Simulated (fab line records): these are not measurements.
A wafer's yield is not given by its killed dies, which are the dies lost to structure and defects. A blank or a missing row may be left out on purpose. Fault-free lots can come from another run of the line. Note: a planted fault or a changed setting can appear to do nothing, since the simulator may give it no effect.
Which of the tools did it? || flow n5 finfet || 11 lots with 33 wafers sampled at 4 steps, on a route of 1938 steps

## WHAT THE GAUGES SHOWED, per wafer
The record holds no reading of a measuring or inspecting step that can be judged against a usual standard deviation.

## EACH LOT AND THE TOOL THAT RAN IT (in order: tool; ch and the chambers of the sampled wafers; start)
{"lot": "L999", "N5_PASSIVATION_PECVD_00": "pecvd-03 ch 1,2, day 12 18:55", "N5_MIM_BOT_DEGAS_01": "pvd sputter-02, day 12 18:58", "N5_MIM_TOP_ETCH_STRIP_01": "rie diel-03 ch 0,1, day 12 20:32", "N5_MIM_TOP_ETCH_PECVD_03": "pecvd-04 ch 0,1,2, day 12 20:36"}
{"lot": "L104", "N5_PASSIVATION_PECVD_00": "pecvd-01 ch 0,1,2, day 14 04:17", "N5_MIM_BOT_DEGAS_01": "pvd sputter-02, day 14 05:40", "N5_MIM_TOP_ETCH_STRIP_01": "rie diel-03 ch 2,3, day 14 09:40", "N5_MIM_TOP_ETCH_PECVD_03": "pecvd-02 ch 0,1, day 14 09:44"}
{"lot": "L105", "N5_PASSIVATION_PECVD_00": "pecvd-03 ch 0,1,2, day 14 14:17", "N5_MIM_BOT_DEGAS_01": "pvd sputter-03, day 14 18:53", "N5_MIM_TOP_ETCH_STRIP_01": "rie diel-03 ch 1,2, day 14 20:49", "N5_MIM_TOP_ETCH_PECVD_03": "pecvd-03 ch 0,1,2, day 14 20:55"}
{"lot": "L106", "N5_PASSIVATION_PECVD_00": "pecvd-01 ch 0,2, day 15 04:05", "N5_MIM_BOT_DEGAS_01": "pvd sputter-02, day 15 06:44", "N5_MIM_TOP_ETCH_STRIP_01": "rie diel-05 ch 1,2,3, day 15 08:32", "N5_MIM_TOP_ETCH_PECVD_03": "pecvd-04 ch 0,2, day 15 08:35"}
{"lot": "L102", "N5_PASSIVATION_PECVD_00": "pecvd-03 ch 0,1, day 15 09:54", "N5_MIM_BOT_DEGAS_01": "pvd sputter-03, day 15 10:27", "N5_MIM_TOP_ETCH_STRIP_01": "rie diel-06 ch 0,1,3, day 15 13:07", "N5_MIM_TOP_ETCH_PECVD_03": "pecvd-03 ch 0,1,2, day 15 13:10"}
{"lot": "L112", "N5_PASSIVATION_PECVD_00": "pecvd-01 ch 0,1,2, day 17 01:57", "N5_MIM_BOT_DEGAS_01": "pvd sputter-03, day 17 02:17", "N5_MIM_TOP_ETCH_STRIP_01": "rie diel-06 ch 2,3, day 17 04:18", "N5_MIM_TOP_ETCH_PECVD_03": "pecvd-03 ch 1,2, day 17 04:22"}
{"lot": "L116", "N5_PASSIVATION_PECVD_00": "pecvd-01 ch 1,2, day 17 03:58", "N5_MIM_BOT_DEGAS_01": "pvd sputter-01, day 17 04:19", "N5_MIM_TOP_ETCH_STRIP_01": "rie diel-06 ch 1,3, day 17 08:08", "N5_MIM_TOP_ETCH_PECVD_03": "pecvd-04 ch 0,1,2, day 17 08:12"}
{"lot": "L115", "N5_PASSIVATION_PECVD_00": "pecvd-03 ch 0,1,2, day 18 10:30", "N5_MIM_BOT_DEGAS_01": "pvd sputter-01, day 18 13:17", "N5_MIM_TOP_ETCH_STRIP_01": "rie diel-05 ch 0,2,3, day 18 15:16", "N5_MIM_TOP_ETCH_PECVD_03": "pecvd-03 ch 0,1,2, day 18 15:20"}
{"lot": "L117", "N5_PASSIVATION_PECVD_00": "pecvd-03 ch 0,1,2, day 18 12:11", "N5_MIM_BOT_DEGAS_01": "pvd sputter-01, day 18 13:47", "N5_MIM_TOP_ETCH_STRIP_01": "rie diel-03 ch 0,2,3, day 18 15:57", "N5_MIM_TOP_ETCH_PECVD_03": "pecvd-03 ch 0,2, day 18 16:01"}
{"lot": "L118", "N5_PASSIVATION_PECVD_00": "pecvd-03 ch 0,1, day 18 13:25", "N5_MIM_BOT_DEGAS_01": "pvd sputter-02, day 18 14:08", "N5_MIM_TOP_ETCH_STRIP_01": "rie diel-03 ch 0,3, day 18 16:53", "N5_MIM_TOP_ETCH_PECVD_03": "pecvd-03 ch 0,2, day 18 16:57"}
{"lot": "L120", "N5_PASSIVATION_PECVD_00": "pecvd-04 ch 1,2, day 18 13:28", "N5_MIM_BOT_DEGAS_01": "pvd sputter-01, day 18 14:10", "N5_MIM_TOP_ETCH_STRIP_01": "rie diel-05 ch 0,2, day 18 17:26", "N5_MIM_TOP_ETCH_PECVD_03": "pecvd-04 ch 0,2, day 18 17:29"}
- N5_PASSIVATION_PECVD_00: deposits SiO2 from SiH4/N2O, target thk 200 nm, time 11.2 s.
- N5_MIM_BOT_DEGAS_01: time 60 s.
- N5_MIM_TOP_ETCH_STRIP_01: strips in O2.
- N5_MIM_TOP_ETCH_PECVD_03: deposits SiNx from SiH4/NH3/N2, target thk 20 nm, time 17.6 s.

## WHAT THE TOOLS THEMSELVES READ (means of the sampled wafers that have a number; where no wafer has one, the mark that the record gives instead)
N5_PASSIVATION_PECVD_00.
{"lot": "L999", "tool": "pecvd-03", "heater power w (W)": 633, "showerhead plenum p Torr (Torr)": 8.02, "throttle valve pct (%)": 49.7}
{"lot": "L104", "tool": "pecvd-01", "heater power w (W)": 665, "showerhead plenum p Torr (Torr)": 8.20, "throttle valve pct (%)": 50.7}
{"lot": "L105", "tool": "pecvd-03", "heater power w (W)": 642, "showerhead plenum p Torr (Torr)": 8.13, "throttle valve pct (%)": 49.5}
{"lot": "L106", "tool": "pecvd-01", "heater power w (W)": 625, "showerhead plenum p Torr (Torr)": 8.21, "throttle valve pct (%)": 48.8}
{"lot": "L102", "tool": "pecvd-03", "heater power w (W)": 732, "showerhead plenum p Torr (Torr)": 8.18, "throttle valve pct (%)": 50.2}
{"lot": "L112", "tool": "pecvd-01", "heater power w (W)": 706, "showerhead plenum p Torr (Torr)": 8.19, "throttle valve pct (%)": 51.1}
{"lot": "L116", "tool": "pecvd-01", "heater power w (W)": 685, "showerhead plenum p Torr (Torr)": 8.17, "throttle valve pct (%)": 52.3}
{"lot": "L115", "tool": "pecvd-03", "heater power w (W)": 632, "showerhead plenum p Torr (Torr)": 8.14, "throttle valve pct (%)": 49.8}
{"lot": "L117", "tool": "pecvd-03", "heater power w (W)": 640, "showerhead plenum p Torr (Torr)": 8.14, "throttle valve pct (%)": 49.7}
{"lot": "L118", "tool": "pecvd-03", "heater power w (W)": 621, "showerhead plenum p Torr (Torr)": 8.06, "throttle valve pct (%)": 50.2}
{"lot": "L120", "tool": "pecvd-04", "heater power w (W)": 739, "showerhead plenum p Torr (Torr)": 8.24, "throttle valve pct (%)": 50.2}

N5_MIM_BOT_DEGAS_01.
{"lot": "L999", "tool": "pvd sputter-02", "heater power w (W)": 466}
{"lot": "L104", "tool": "pvd sputter-02", "heater power w (W)": 465}
{"lot": "L105", "tool": "pvd sputter-03", "heater power w (W)": 487}
{"lot": "L106", "tool": "pvd sputter-02", "heater power w (W)": 454}
{"lot": "L102", "tool": "pvd sputter-03", "heater power w (W)": 438}
{"lot": "L112", "tool": "pvd sputter-03", "heater power w (W)": 474}
{"lot": "L116", "tool": "pvd sputter-01", "heater power w (W)": 476}
{"lot": "L115", "tool": "pvd sputter-01", "heater power w (W)": 453}
{"lot": "L117", "tool": "pvd sputter-01", "heater power w (W)": 469}
{"lot": "L118", "tool": "pvd sputter-02", "heater power w (W)": 432}
{"lot": "L120", "tool": "pvd sputter-01", "heater power w (W)": 468}

N5_MIM_TOP_ETCH_STRIP_01.
{"lot": "L999", "tool": "rie diel-03", "drypump motor current A (A)": 5.86, "oes product au (a.u.)": 0.81, "rf vpp V (V)": 3.4, "showerhead plenum p Torr (Torr)": 2.15, "temp c (C)": 60.03, "throttle valve pct (%)": 16.58}
{"lot": "L104", "tool": "rie diel-03", "drypump motor current A (A)": 5.54, "oes product au (a.u.)": 0.78, "rf vpp V (V)": 3.7, "showerhead plenum p Torr (Torr)": 2.08, "temp c (C)": 64.30, "throttle valve pct (%)": 16.67}
{"lot": "L105", "tool": "rie diel-03", "drypump motor current A (A)": 5.93, "oes product au (a.u.)": 0.80, "rf vpp V (V)": 4.1, "showerhead plenum p Torr (Torr)": 2.19, "temp c (C)": 64.31, "throttle valve pct (%)": 16.43}
{"lot": "L106", "tool": "rie diel-05", "drypump motor current A (A)": 5.86, "oes product au (a.u.)": 0.84, "rf vpp V (V)": 2.9, "showerhead plenum p Torr (Torr)": 2.08, "temp c (C)": 60.04, "throttle valve pct (%)": 16.70}
{"lot": "L102", "tool": "rie diel-06", "drypump motor current A (A)": 5.78, "oes product au (a.u.)": 0.74, "rf vpp V (V)": 4.0, "showerhead plenum p Torr (Torr)": 2.08, "temp c (C)": 60.03, "throttle valve pct (%)": 16.63}
{"lot": "L112", "tool": "rie diel-06", "drypump motor current A (A)": 5.86, "oes product au (a.u.)": 0.73, "rf vpp V (V)": 3.8, "showerhead plenum p Torr (Torr)": 2.06, "temp c (C)": 60.10, "throttle valve pct (%)": 16.73}
{"lot": "L116", "tool": "rie diel-06", "drypump motor current A (A)": 5.57, "oes product au (a.u.)": 0.75, "rf vpp V (V)": 4.2, "showerhead plenum p Torr (Torr)": 2.12, "temp c (C)": 60.11, "throttle valve pct (%)": 16.69}
{"lot": "L115", "tool": "rie diel-05", "drypump motor current A (A)": 5.77, "oes product au (a.u.)": 0.84, "rf vpp V (V)": 3.7, "showerhead plenum p Torr (Torr)": 2.14, "temp c (C)": 59.90, "throttle valve pct (%)": 16.47}
{"lot": "L117", "tool": "rie diel-03", "drypump motor current A (A)": 5.59, "oes product au (a.u.)": 0.79, "rf vpp V (V)": 4.6, "showerhead plenum p Torr (Torr)": 2.11, "temp c (C)": 60.08, "throttle valve pct (%)": 16.69}
{"lot": "L118", "tool": "rie diel-03", "drypump motor current A (A)": 5.52, "oes product au (a.u.)": 0.76, "rf vpp V (V)": 2.8, "showerhead plenum p Torr (Torr)": 2.04, "temp c (C)": 59.91, "throttle valve pct (%)": 16.84}
{"lot": "L120", "tool": "rie diel-05", "drypump motor current A (A)": 5.77, "oes product au (a.u.)": 0.85, "rf vpp V (V)": 4.3, "showerhead plenum p Torr (Torr)": 2.15, "temp c (C)": 60.11, "throttle valve pct (%)": 16.32}

N5_MIM_TOP_ETCH_PECVD_03.
{"lot": "L999", "tool": "pecvd-04", "heater power w (W)": 829, "showerhead plenum p Torr (Torr)": 5.21, "throttle valve pct (%)": 38.7}
{"lot": "L104", "tool": "pecvd-02", "heater power w (W)": 625, "showerhead plenum p Torr (Torr)": 5.08, "throttle valve pct (%)": 41.1}
{"lot": "L105", "tool": "pecvd-03", "heater power w (W)": 795, "showerhead plenum p Torr (Torr)": 5.11, "throttle valve pct (%)": 38.6}
{"lot": "L106", "tool": "pecvd-04", "heater power w (W)": 764, "showerhead plenum p Torr (Torr)": 5.24, "throttle valve pct (%)": 37.9}
{"lot": "L102", "tool": "pecvd-03", "heater power w (W)": 751, "showerhead plenum p Torr (Torr)": 5.12, "throttle valve pct (%)": 38.7}
{"lot": "L112", "tool": "pecvd-03", "heater power w (W)": 707, "showerhead plenum p Torr (Torr)": 5.05, "throttle valve pct (%)": 38.5}
{"lot": "L116", "tool": "pecvd-04", "heater power w (W)": 807, "showerhead plenum p Torr (Torr)": 5.20, "throttle valve pct (%)": 38.9}
{"lot": "L115", "tool": "pecvd-03", "heater power w (W)": 713, "showerhead plenum p Torr (Torr)": 5.12, "throttle valve pct (%)": 38.5}
{"lot": "L117", "tool": "pecvd-03", "heater power w (W)": 814, "showerhead plenum p Torr (Torr)": 5.19, "throttle valve pct (%)": 38.5}
{"lot": "L118", "tool": "pecvd-03", "heater power w (W)": 776, "showerhead plenum p Torr (Torr)": 5.17, "throttle valve pct (%)": 38.3}
{"lot": "L120", "tool": "pecvd-04", "heater power w (W)": 724, "showerhead plenum p Torr (Torr)": 5.22, "throttle valve pct (%)": 37.9}

## THE ANSWER, worked out from the rows above alone
Rule: what is usual is taken from the lots themselves. The widest of any qualifying gaps counts: lots, ordered by their means at a reading, are off when they make up no more than a third of the lots, leave a main group of 4 or more, and stand apart from it by 3 or more times the standard deviation of that group's means. If all means in a main group match to the digits the tables above print for the reading, that group is not used. A lot without any number at a reading at which 4 lots or more have one is off too. Where the step has rows for the other lots, those lots are counted as sound. After the gauges, taken in route order, come the tools' own readings; for these a lot's mean is taken, as printed above. The first step at which some lot is off is used, and at that step the reading that is off furthest; a lot without a number counts as furthest.
Off at N5_MIM_TOP_ETCH_STRIP_01 (temp c): L104, L105. For the main group the mean is 60.03 C and the standard deviation 0.076.
If a tool, at that step or one of the process steps before it, ran each lot that is off and ran no sound lot following the first of them, it fits. None of those tried fits.

## WHAT THE SIMULATOR HAD INSERTED
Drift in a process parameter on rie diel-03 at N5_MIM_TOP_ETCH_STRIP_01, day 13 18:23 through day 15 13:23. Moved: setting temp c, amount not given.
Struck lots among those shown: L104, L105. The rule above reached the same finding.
